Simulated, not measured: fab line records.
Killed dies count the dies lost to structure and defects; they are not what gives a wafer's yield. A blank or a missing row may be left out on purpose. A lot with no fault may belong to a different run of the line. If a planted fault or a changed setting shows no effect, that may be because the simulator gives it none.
Chamber matching    flow n5Finfet    3 sister chambers for N5_BEOL_M9_PECVD_70 on pecvd-03
The step deposits SiO2 from TEOS/O2, target thk 20 nm, time 22.7 s. 6 wafers are shown with their chamber, then 10 later ones without.

## WAFERS, EACH WITH ITS CHAMBER
wafer   chamber  throttleValvePct (%)  showerheadPlenumPTorr (Torr)
L085.3  0        23.6                  8.92
L090.6  2        20.8                  8.74
L089.2  2        20.6                  8.76
L089.3  1        23.8                  8.90
L092.1  1        23.7                  8.91
L092.2  0        23.3                  8.91

## WAFERS WITHOUT THEIR CHAMBER
wafer   throttleValvePct (%)  showerheadPlenumPTorr (Torr)
L092.4  23.4                  8.92
L091.1  24.2                  8.92
L091.3  20.9                  8.73
L091.6  20.5                  8.75
L095.1  23.6                  8.92
L095.2  20.9                  8.76
L095.4  24.0                  8.92
L097.1  23.7                  8.92
L097.2  21.0                  8.76
L097.6  20.9                  8.76

## EACH ONE'S CHAMBER
wafer   from the rows above      in truth
L092.4  0                        0
L091.1  can't be placed: 1 or 0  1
L091.3  2                        2
L091.6  2                        2
L095.1  can't be placed: 0 or 1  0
L095.2  2                        2
L095.4  can't be placed: 1 or 0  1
L097.1  can't be placed: 1 or 0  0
L097.2  2                        2
L097.6  2                        2
Placed correctly: 6 of 10. Can't be placed from these rows: 4 (the true chamber is among the candidates in 4). Number placed wrongly: 0.
How it was worked out, from the rows above alone: a wafer's distance from a chamber is the root of the sum, over the readings, of the square of ((its reading less the chamber's mean) divided by the reading's scatter). If the next closest chamber is less than 2 further off than the closest, the wafer can't be placed; otherwise it belongs to the closest. For every chamber, the mean is computed from those of its wafers that are shown. The scatter: the root of (the sum of the squares of (reading less its chamber's mean) over the shown wafers, divided by (wafers less chambers)).
